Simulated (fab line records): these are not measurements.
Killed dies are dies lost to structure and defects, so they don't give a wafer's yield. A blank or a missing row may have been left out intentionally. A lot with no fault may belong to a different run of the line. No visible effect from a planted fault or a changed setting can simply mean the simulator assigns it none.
Matching of chambers | flow n5Finfet | N5_BEOL_M2_ALD_84 on aldMetal-03: 4 sister chambers
The step deposits TaN, pulse time 2 s, purge time 3 s, co reactant purge time 2 s. 4 wafers are shown with their chamber, then 8 later ones without.

WAFERS, EACH WITH ITS CHAMBER
wafer  | chamber | heaterPowerW (W)
L077.1 | 1       | 432
L090.2 | 0       | 381
L090.6 | 2       | 439
L091.2 | 3       | 378

WAFERS WHOSE CHAMBER IS MISSING
wafer  | heaterPowerW (W)
L091.3 | 375
L091.4 | 450
L096.1 | 373
L096.3 | 452
L096.5 | 375
L097.1 | 445
L097.4 | 442
L097.5 | 369

EACH ONE'S CHAMBER
wafer  | from the rows above     | in truth
L091.3 | can't be placed: 3 or 0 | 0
L091.4 | can't be placed: 2 or 1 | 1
L096.1 | can't be placed: 3 or 0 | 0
L096.3 | can't be placed: 2 or 1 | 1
L096.5 | can't be placed: 3 or 0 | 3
L097.1 | can't be placed: 2 or 1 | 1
L097.4 | can't be placed: 2 or 1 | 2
L097.5 | can't be placed: 3 or 0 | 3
Correct placement for 0 of the 8. From these rows, 8 cannot be placed; in 8 the true chamber is one of the candidates. Number placed wrongly: 0.
How it was worked out, from the rows above alone: a wafer's distance from a chamber is the root of the sum, over the readings, of the square of ((its reading less the chamber's mean) divided by the reading's scatter). If the next closest chamber is less than 2 further off than the closest, the wafer can't be placed; otherwise it belongs to the closest. The mean given for a chamber averages the wafers shown for that chamber. The scatter: root of mean squared gap, hidden wafer to nearest shown wafer, with one shown wafer a chamber.
